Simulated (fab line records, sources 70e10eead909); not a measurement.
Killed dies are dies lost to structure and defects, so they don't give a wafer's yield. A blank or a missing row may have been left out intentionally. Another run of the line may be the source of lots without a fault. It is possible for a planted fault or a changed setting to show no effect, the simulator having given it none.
Which of the tools did it? :: flow nandHarc :: 13 lots with 39 wafers sampled at 5 steps, on a route of 1302 steps

WHAT EACH GAUGE READ, for each wafer
NHARC_A_SLIT_CD_MEAS_09: target cd 300 nm.
lot: L659
measured: day 20 01:52
on: cdSem-01
cdNm (nm): 300.1 300.8 300.9

lot: L661
measured: day 21 08:32
on: cdSem-01
cdNm (nm): 300.2 299.9 300.2

lot: L663
measured: day 21 09:31
on: cdSem-03
cdNm (nm): 299.3 299.8 299.5

lot: L662
measured: day 21 12:12
on: cdSem-01
cdNm (nm): 300.4 301.0 300.8

lot: L666
measured: day 22 15:18
on: cdSem-02
cdNm (nm): 300.1 300.7 301.3

lot: L668
measured: day 23 20:44
on: cdSem-03
cdNm (nm): 300.9 300.7 301.4

lot: L667
measured: day 23 21:03
on: cdSem-01
cdNm (nm): 299.2 299.4 300.0

lot: L670
measured: day 24 17:07
on: cdSem-03
cdNm (nm): 300.8 300.2 300.6

lot: L676
measured: day 26 21:12
on: cdSem-03
cdNm (nm): 300.5 300.4 301.4

lot: L677
measured: day 27 05:34
on: cdSem-01
cdNm (nm): 300.6 301.0 300.7

lot: L679
measured: day 28 20:16
on: cdSem-01
cdNm (nm): 301.3 300.2 301.6

lot: L680
measured: day 28 21:24
on: cdSem-01
cdNm (nm): 300.8 300.1 301.3

lot: L681
measured: day 29 16:45
on: cdSem-02
cdNm (nm): 300.5 301.1 300.6

NHARC_A_SLIT_CD_MEAS_21.
lot: L659
measured: day 20 09:21
on: cdSem-02
cdNm (nm): 288.5 287.5 288.1

lot: L661
measured: day 21 15:19
on: cdSem-01
cdNm (nm): 291.8 290.8 291.2

lot: L663
measured: day 21 16:04
on: cdSem-01
cdNm (nm): 288.0 289.0 290.3

lot: L662
measured: day 21 19:08
on: cdSem-03
cdNm (nm): 289.5 290.3 290.7

lot: L666
measured: day 22 23:19
on: cdSem-01
cdNm (nm): 291.3 290.3 290.3

lot: L668
measured: day 24 03:11
on: cdSem-03
cdNm (nm): 291.3 290.1 290.0

lot: L667
measured: day 24 03:34
on: cdSem-03
cdNm (nm): 290.2 287.3 289.9

lot: L670
measured: day 24 23:45
on: cdSem-01
cdNm (nm): 290.4 290.9 289.7

lot: L676
measured: day 27 03:44
on: cdSem-01
cdNm (nm): 289.6 290.1 290.3

lot: L677
measured: day 27 14:05
on: cdSem-01
cdNm (nm): 289.6 289.9 289.1

lot: L679
measured: day 29 02:44
on: cdSem-02
cdNm (nm): 290.3 290.9 290.1

lot: L680
measured: day 29 03:53
on: cdSem-03
cdNm (nm): 290.2 290.5 289.1

lot: L681
measured: day 29 23:13
on: cdSem-01
cdNm (nm): 289.4 290.0 288.9

NHARC_END_SORT_01.
lot: L676
measured: day 31 11:29
on: prober-02
killedAtArray: 673 673 673
killedAtOther: 0 0 0
killedAtPeriphery: 4 4 4
killedDies: 677 677 677
killedOpen: 6 2 4
killedShort: 2 6 4

lot: L677
measured: day 32 01:34
on: prober-02
killedAtArray: 671 676 672
killedAtOther: 1 0 0
killedAtPeriphery: 5 1 5
killedDies: 677 677 677
killedOpen: 5 0 5
killedShort: 8 4 6

TOOL THAT RAN EACH LOT (tool first, then ch and the chambers of the sampled wafers, then the start)
lot: L659
NHARC_A_SLIT_STRIP_18: rieDiel-10 ch 0,1,2, day 20 08:56
NHARC_A_WL_FILL_ETCHBACK_05: rieMetal-01 ch 0,1, day 20 18:07

lot: L661
NHARC_A_SLIT_STRIP_18: rieDiel-04 ch 0,2,3, day 21 14:52
NHARC_A_WL_FILL_ETCHBACK_05: rieMetal-01 ch 0,1, day 21 23:35

lot: L663
NHARC_A_SLIT_STRIP_18: rieDiel-10 ch 1,3, day 21 15:38
NHARC_A_WL_FILL_ETCHBACK_05: rieMetal-03 ch 0,1, day 21 23:38

lot: L662
NHARC_A_SLIT_STRIP_18: rieDiel-12 ch 1,2, day 21 18:41
NHARC_A_WL_FILL_ETCHBACK_05: rieMetal-01 ch 0,1, day 22 03:20

lot: L666
NHARC_A_SLIT_STRIP_18: rieDiel-12 ch 2,3, day 22 22:52
NHARC_A_WL_FILL_ETCHBACK_05: rieMetal-02 ch 0,1, day 23 06:31

lot: L668
NHARC_A_SLIT_STRIP_18: rieDiel-10 ch 0,2,3, day 24 02:44
NHARC_A_WL_FILL_ETCHBACK_05: rieMetal-03 ch 0,1, day 24 11:23

lot: L667
NHARC_A_SLIT_STRIP_18: rieDiel-04 ch 1,2, day 24 03:05
NHARC_A_WL_FILL_ETCHBACK_05: rieMetal-01 ch 0,1, day 24 11:24

lot: L670
NHARC_A_SLIT_STRIP_18: rieDiel-04 ch 0,3, day 24 23:17
NHARC_A_WL_FILL_ETCHBACK_05: rieMetal-01 ch 0,1, day 25 08:24

lot: L676
NHARC_A_SLIT_STRIP_18: rieDiel-10 ch 0,1,2, day 27 03:18
NHARC_A_WL_FILL_ETCHBACK_05: -

lot: L677
NHARC_A_SLIT_STRIP_18: rieDiel-10 ch 1,2,3, day 27 13:42
NHARC_A_WL_FILL_ETCHBACK_05: -

lot: L679
NHARC_A_SLIT_STRIP_18: rieDiel-12 ch 0,3, day 29 02:17
NHARC_A_WL_FILL_ETCHBACK_05: rieMetal-01 ch 0, day 29 11:18

lot: L680
NHARC_A_SLIT_STRIP_18: rieDiel-12 ch 0,1, day 29 03:28
NHARC_A_WL_FILL_ETCHBACK_05: rieMetal-03 ch 0,1, day 29 11:29

lot: L681
NHARC_A_SLIT_STRIP_18: rieDiel-10 ch 1,2,3, day 29 22:46
NHARC_A_WL_FILL_ETCHBACK_05: rieMetal-01 ch 0,1, day 30 08:43
- NHARC_A_SLIT_STRIP_18: strips in O2.
- NHARC_A_WL_FILL_ETCHBACK_05: etches the open film in Cl2/BCl3, target depth 22 nm, time 60 s.

WHAT THE TOOLS THEMSELVES READ (means of the sampled wafers that have a number; where no wafer has one, the mark that the record gives instead)
NHARC_A_SLIT_STRIP_18.
lot: L659
tool: rieDiel-10
chamberPressureMTorr (mTorr): 60.00
drypumpMotorCurrentA (A): 5.5
oesProductAu (a.u.): 0.988
rfVppV (V): 57.7
showerheadPlenumPTorr (Torr): 3.46
throttleValvePct (%): 17.038

lot: L661
tool: rieDiel-04
chamberPressureMTorr (mTorr): 60.07
drypumpMotorCurrentA (A): 5.4
oesProductAu (a.u.): 0.998
rfVppV (V): 57.4
showerheadPlenumPTorr (Torr): 3.48
throttleValvePct (%): 17.044

lot: L663
tool: rieDiel-10
chamberPressureMTorr (mTorr): 59.99
drypumpMotorCurrentA (A): 6.2
oesProductAu (a.u.): 1.009
rfVppV (V): 57.7
showerheadPlenumPTorr (Torr): 3.51
throttleValvePct (%): 17.042

lot: L662
tool: rieDiel-12
chamberPressureMTorr (mTorr): 59.95
drypumpMotorCurrentA (A): 5.7
oesProductAu (a.u.): 1.000
rfVppV (V): 57.1
showerheadPlenumPTorr (Torr): 3.45
throttleValvePct (%): 17.036

lot: L666
tool: rieDiel-12
chamberPressureMTorr (mTorr): 60.03
drypumpMotorCurrentA (A): 5.4
oesProductAu (a.u.): 0.984
rfVppV (V): 58.3
showerheadPlenumPTorr (Torr): 3.54
throttleValvePct (%): 17.027

lot: L668
tool: rieDiel-10
chamberPressureMTorr (mTorr): 60.02
drypumpMotorCurrentA (A): 5.8
oesProductAu (a.u.): 0.999
rfVppV (V): 58.0
showerheadPlenumPTorr (Torr): 3.55
throttleValvePct (%): 17.027

lot: L667
tool: rieDiel-04
chamberPressureMTorr (mTorr): 60.01
drypumpMotorCurrentA (A): 5.2
oesProductAu (a.u.): 0.988
rfVppV (V): 57.8
showerheadPlenumPTorr (Torr): 3.44
throttleValvePct (%): 17.036

lot: L670
tool: rieDiel-04
chamberPressureMTorr (mTorr): 59.99
drypumpMotorCurrentA (A): 5.9
oesProductAu (a.u.): 1.021
rfVppV (V): 58.9
showerheadPlenumPTorr (Torr): 3.57
throttleValvePct (%): 17.036

lot: L676
tool: rieDiel-10
chamberPressureMTorr (mTorr): -
drypumpMotorCurrentA (A): -
oesProductAu (a.u.): -
rfVppV (V): -
showerheadPlenumPTorr (Torr): -
throttleValvePct (%): -

lot: L677
tool: rieDiel-10
chamberPressureMTorr (mTorr): -
drypumpMotorCurrentA (A): -
oesProductAu (a.u.): -
rfVppV (V): -
showerheadPlenumPTorr (Torr): -
throttleValvePct (%): -

lot: L679
tool: rieDiel-12
chamberPressureMTorr (mTorr): 60.09
drypumpMotorCurrentA (A): 5.6
oesProductAu (a.u.): 0.986
rfVppV (V): 57.1
showerheadPlenumPTorr (Torr): 3.50
throttleValvePct (%): 17.041

lot: L680
tool: rieDiel-12
chamberPressureMTorr (mTorr): 59.97
drypumpMotorCurrentA (A): 5.9
oesProductAu (a.u.): 1.004
rfVppV (V): 58.2
showerheadPlenumPTorr (Torr): 3.42
throttleValvePct (%): 17.034

lot: L681
tool: rieDiel-10
chamberPressureMTorr (mTorr): 59.96
drypumpMotorCurrentA (A): 5.8
oesProductAu (a.u.): 1.007
rfVppV (V): 57.8
showerheadPlenumPTorr (Torr): 3.46
throttleValvePct (%): 17.027

NHARC_A_WL_FILL_ETCHBACK_05.
lot: L659
tool: rieMetal-01
chamberPressureMTorr (mTorr): 10.000
drypumpMotorCurrentA (A): 5.4
oesProductAu (a.u.): 1.006

lot: L661
tool: rieMetal-01
chamberPressureMTorr (mTorr): 10.012
drypumpMotorCurrentA (A): 5.4
oesProductAu (a.u.): 1.018

lot: L663
tool: rieMetal-03
chamberPressureMTorr (mTorr): 10.004
drypumpMotorCurrentA (A): 6.0
oesProductAu (a.u.): 1.007

lot: L662
tool: rieMetal-01
chamberPressureMTorr (mTorr): 10.002
drypumpMotorCurrentA (A): 5.4
oesProductAu (a.u.): 1.009

lot: L666
tool: rieMetal-02
chamberPressureMTorr (mTorr): 10.002
drypumpMotorCurrentA (A): 6.3
oesProductAu (a.u.): 0.984

lot: L668
tool: rieMetal-03
chamberPressureMTorr (mTorr): 10.000
drypumpMotorCurrentA (A): 5.8
oesProductAu (a.u.): 0.995

lot: L667
tool: rieMetal-01
chamberPressureMTorr (mTorr): 9.991
drypumpMotorCurrentA (A): 5.4
oesProductAu (a.u.): 1.006

lot: L670
tool: rieMetal-01
chamberPressureMTorr (mTorr): 10.006
drypumpMotorCurrentA (A): 5.4
oesProductAu (a.u.): 1.003

lot: L679
tool: rieMetal-01
chamberPressureMTorr (mTorr): 10.006
drypumpMotorCurrentA (A): 5.3
oesProductAu (a.u.): 0.995

lot: L680
tool: rieMetal-03
chamberPressureMTorr (mTorr): 9.996
drypumpMotorCurrentA (A): 5.8
oesProductAu (a.u.): 0.974

lot: L681
tool: rieMetal-01
chamberPressureMTorr (mTorr): 10.001
drypumpMotorCurrentA (A): 5.4
oesProductAu (a.u.): 1.009

THE ANSWER, worked out from the rows above alone
Rule: the lots themselves supply what counts as usual. Put in order of their means at a reading, lots are off if they are a third of the lots or fewer, leave a main group of 4 or more, and stand apart from it by a gap of 3 or more times the standard deviation of the main group's means; of several such gaps the widest counts. The tables above print the reading to a certain number of digits; a main group whose means all agree to those digits is not used. Also off: a lot with no number at a reading for which 4 or more lots have one. All remaining lots with rows at the step are treated as sound. First the gauges in route order, then the tools' own readings, where a lot's mean is used as printed above. At the first step where some lot is off, the reading lying furthest off is the one used; lots without a number count as furthest.
Off at NHARC_A_SLIT_STRIP_18 (chamberPressureMTorr): L676, L677. Without a number there: L676, L677. The main group has a mean of 60.01 mTorr with a standard deviation of 0.042.
If a tool, at that step or one of the process steps before it, ran each lot that is off and ran no sound lot following the first of them, it fits. None of those tried fits.

WHAT HAD BEEN PUT IN BY THE SIMULATOR
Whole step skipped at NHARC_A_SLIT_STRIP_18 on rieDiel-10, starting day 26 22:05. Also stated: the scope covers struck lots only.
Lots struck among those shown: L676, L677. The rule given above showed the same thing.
